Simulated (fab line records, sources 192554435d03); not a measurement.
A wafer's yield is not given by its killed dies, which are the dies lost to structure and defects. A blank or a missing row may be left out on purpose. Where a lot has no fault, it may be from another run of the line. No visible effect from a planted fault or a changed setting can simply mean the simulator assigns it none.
Which tool is to blame?    flow n5 finfet    at 1 step of a route of 1938, 11 lots with 31 wafers sampled

## WHAT EACH GAUGE READ, for each wafer
N5_BEOL_M15_THK_MEAS_01.
lot   measured      on             M15_ILD_THK (nm)
L291  day 11 18:02  film metro-02  1605 1614 1647
L293  day 12 06:28  film metro-02  1607 1624 1646
L292  day 12 06:47  film metro-01  1658 1627 1640
L302  day 14 19:36  film metro-02  1603 1604
L300  day 14 19:58  film metro-01  1553 1609
L303  day 15 02:35  film metro-01  1593 1631 1623
L305  day 15 13:43  film metro-02  1638 1624 1640
L304  day 15 21:40  film metro-02  1610 1588 1634
L307  day 16 11:19  film metro-01  1573 1621 1601
L309  day 17 02:43  film metro-02  1585 1616 1645
L311  day 17 12:03  film metro-01  1633 1636 1641

## WHICH TOOL RAN EACH LOT (tool, then ch and the chambers of the sampled wafers, then the start)
The record shows no process step preceding these readings.

## THE ANSWER, worked out from the rows above alone
Rule: the usual values come from the lots themselves. The widest of any qualifying gaps counts: lots, ordered by their means at a reading, are off when they make up no more than a third of the lots, leave a main group of 4 or more, and stand apart from it by 3 or more times the standard deviation of that group's means. A main group is skipped when, at the precision printed for the reading in the tables above, its means are all equal. A lot without any number at a reading at which 4 lots or more have one is off too. The other lots that the step has rows for count as sound.
No lot is off on any of the readings shown, so nothing can be concluded from this.

## WHAT THE SIMULATOR HAD PUT IN
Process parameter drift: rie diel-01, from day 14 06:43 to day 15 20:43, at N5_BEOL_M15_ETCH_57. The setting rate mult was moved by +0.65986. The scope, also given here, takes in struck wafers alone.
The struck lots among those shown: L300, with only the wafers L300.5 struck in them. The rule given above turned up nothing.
